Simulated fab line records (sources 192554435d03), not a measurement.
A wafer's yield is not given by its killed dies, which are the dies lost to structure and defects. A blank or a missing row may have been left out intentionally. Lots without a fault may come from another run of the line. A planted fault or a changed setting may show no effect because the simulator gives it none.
Split-lot trial | flow n5Finfet | 7 lots, 21 wafers read, on a route of 1938 steps

== ON THE SPLIT ==
At N5_SD_EPI_N_ETCH_16 (etches SiO2 in CHF3/O2, target depth 5 nm), the setting targetDepthA was moved away from the recipe's 50 angstrom on 8 of the 21 wafers read, by -11.1% to +4.5%. The other wafers ran this setting at the recipe's value.

The reading is taken at the split's own step.

== THE READING ==
etch.depthNm (the simulator's own value, which no gauge read), in nm, at N5_SD_EPI_N_ETCH_16 (etches SiO2 in CHF3/O2, target depth 5 nm). No usual value for it is given in the file. Across the 13 wafers here that went through the recipe, the average is 5.001 nm and the standard deviation 0.09 nm.

wafer  | tool, chamber at the split | targetDepthA as run, angstrom | against the recipe | etch.depthNm, nm | against lot-mates on the recipe
L075.2 | rieDiel-03, 3              | 50                            | recipe             | 4.873            | -
L075.5 | rieDiel-03, 0              | 50                            | recipe             | 4.959            | -
L075.6 | rieDiel-03, 2              | 50                            | recipe             | 5.051            | -
L076.2 | rieDiel-04, 2              | 50                            | recipe             | 5.02             | -
L076.5 | rieDiel-04, 0              | 50                            | recipe             | 5.016            | -
L076.6 | rieDiel-04, 3              | 50                            | recipe             | 5.037            | -
L078.1 | rieDiel-04, 0              | 47.37                         | -5.3%              | 4.725            | -0.296
L078.3 | rieDiel-04, 2              | 47.37                         | -5.3%              | 4.706            | -0.315
L078.6 | rieDiel-04, 3              | 50                            | recipe             | 5.021            | -
L081.1 | rieDiel-03, 3              | 50                            | recipe             | 4.928            | -
L081.4 | rieDiel-03, 0              | 44.47                         | -11.1%             | 4.499            | -0.535
L081.6 | rieDiel-03, 2              | 50                            | recipe             | 5.14             | -
L085.1 | rieDiel-01, 1              | 50                            | recipe             | 4.897            | -
L085.3 | rieDiel-01, 3              | 52.05                         | +4.1%              | 5.3              | +0.423
L085.6 | rieDiel-01, 0              | 50                            | recipe             | 4.856            | -
L096.1 | rieDiel-04, 2              | 46.73                         | -6.5%              | 4.672            | -0.477
L096.3 | rieDiel-04, 1              | 50                            | recipe             | 5.149            | -
L096.4 | rieDiel-04, 1              | 46.73                         | -6.5%              | 4.756            | -0.393
L097.2 | rieDiel-03, 1              | 52.26                         | +4.5%              | 5.314            | +0.253
L097.3 | rieDiel-03, 3              | 52.26                         | +4.5%              | 5.041            | -0.020
L097.6 | rieDiel-03, 2              | 50                            | recipe             | 5.061            | -

THE FIT
A straight line over all 21 wafers: etch.depthNm changes by +0.0472 nm for each +1% of targetDepthA; r = +0.90; the points scatter about the line by 0.093 nm.
The same after taking each lot's own level away (the mean of its wafers on the recipe; 21 wafers): +0.0543 nm for each +1%; r = +0.92; scatter 0.095 nm.
According to that fit, moving targetDepthA by its largest amount changes the reading by 0.6 nm.
From 4.8765 to 5.1490 nm: that is the span of the lots' own levels, equal to 3.0 times the standard deviation above.
In other words, the slope is changed by the lot-to-lot level; the two fits disagree.
Check: with one of the wafers moved furthest among these (-11.1%) left out of the fit, the line predicts -0.656 nm for it against its lot-mates. Against them it came out at -0.535 nm.

== OTHER SPLITS ON THESE WAFERS ==
Other splits were also applied to these wafers ahead of the reading. Each is held against what the fit with the lots' levels taken away leaves over:
other split on the same wafers          | wafers away from the commonest value | r with etch.depthNm (lot level and that fit taken away)
N5_WELL_APT_COAT_02 spinRpm             | 4                                    | -0.02
N5_WELL_APT_PEB_06 pebTempC             | 8                                    | -0.27
N5_PMOS_HMC_CHANNEL_EPI_HM_DEP_34 timeS | 3                                    | +0.05
N5_PMOS_HMC_CHANNEL_EPI_COAT_31 spinRpm | 7                                    | -0.02
N5_FIN_SAQP_PEB_14 pebTimeS             | 6                                    | +0.28
N5_FIN_CUT_COAT_19 spinRpm              | 10                                   | +0.22
N5_FIN_CUT_EXPOSE_05 doseMj             | 5                                    | +0.07
N5_DUMMY_GATE_COAT_28 spinRpm           | 12                                   | -0.09

== FILE'S OWN FIT ==
etch.depthNm changes by +0.0549 nm for each +1% of targetDepthA, r = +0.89.
